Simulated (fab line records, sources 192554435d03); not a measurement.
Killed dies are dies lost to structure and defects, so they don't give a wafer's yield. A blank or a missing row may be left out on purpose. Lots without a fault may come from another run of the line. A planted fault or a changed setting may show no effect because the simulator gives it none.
Chamber matching | flow n5_finfet | N5_BEOL_M4_ALD_98 on ald_sin-03: 4 sister chambers
The step deposits SiO2, target thk 2.5 nm, pulse time 1 s, co reactant pulse time 1 s. 8 wafers are shown with their chamber, then 10 later ones without.

WAFERS WITH THEIR CHAMBER
wafer  | chamber | heater_power_w (W) | precursor_pulse_height_rel
L078.6 | 3       | 79                 | 1.010
L079.2 | 2       | 80                 | 0.982
L079.6 | 1       | 71                 | 0.981
L083.1 | 1       | 74                 | 1.009
L083.3 | 0       | 79                 | 0.986
L083.5 | 0       | 81                 | 1.042
L082.1 | 2       | 82                 | 1.013
L082.3 | 3       | 82                 | 0.996

WAFERS WITHOUT THEIR CHAMBER
wafer  | heater_power_w (W) | precursor_pulse_height_rel
L082.5 | 82                 | 1.011
L085.1 | 79                 | 1.014
L085.4 | 72                 | 1.030
L085.5 | 83                 | 0.996
L091.1 | 79                 | 1.001
L091.2 | 72                 | 0.981
L091.6 | 82                 | 0.974
L095.1 | 73                 | 1.021
L095.4 | 83                 | 0.988
L095.5 | 79                 | 1.006

WHICH CHAMBER EACH WENT THROUGH
wafer  | from the rows above          | in truth
L082.5 | can't be placed: 2 or 3 or 0 | 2
L085.1 | can't be placed: 0 or 3 or 2 | 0
L085.4 | 1                            | 1
L085.5 | can't be placed: 2 or 3 or 0 | 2
L091.1 | can't be placed: 0 or 3 or 2 | 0
L091.2 | 1                            | 1
L091.6 | can't be placed: 2 or 3 or 0 | 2
L095.1 | 1                            | 1
L095.4 | can't be placed: 2 or 3 or 0 | 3
L095.5 | can't be placed: 0 or 3 or 2 | 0
Placed correctly: 3 of 10. Can't be placed from these rows: 7 (the true chamber is among the candidates in 7). Placed wrongly: 0.
How it was worked out, from the rows above alone: a wafer's distance from a chamber is the root of the sum, over the readings, of the square of ((its reading less the chamber's mean) divided by the reading's scatter). The wafer belongs to the nearest chamber; if the next one is less than 2 further off, it can't be placed. A chamber's mean is the mean of its shown wafers. The scatter: the root of (the sum of the squares of (reading less its chamber's mean) over the shown wafers, divided by (wafers less chambers)).
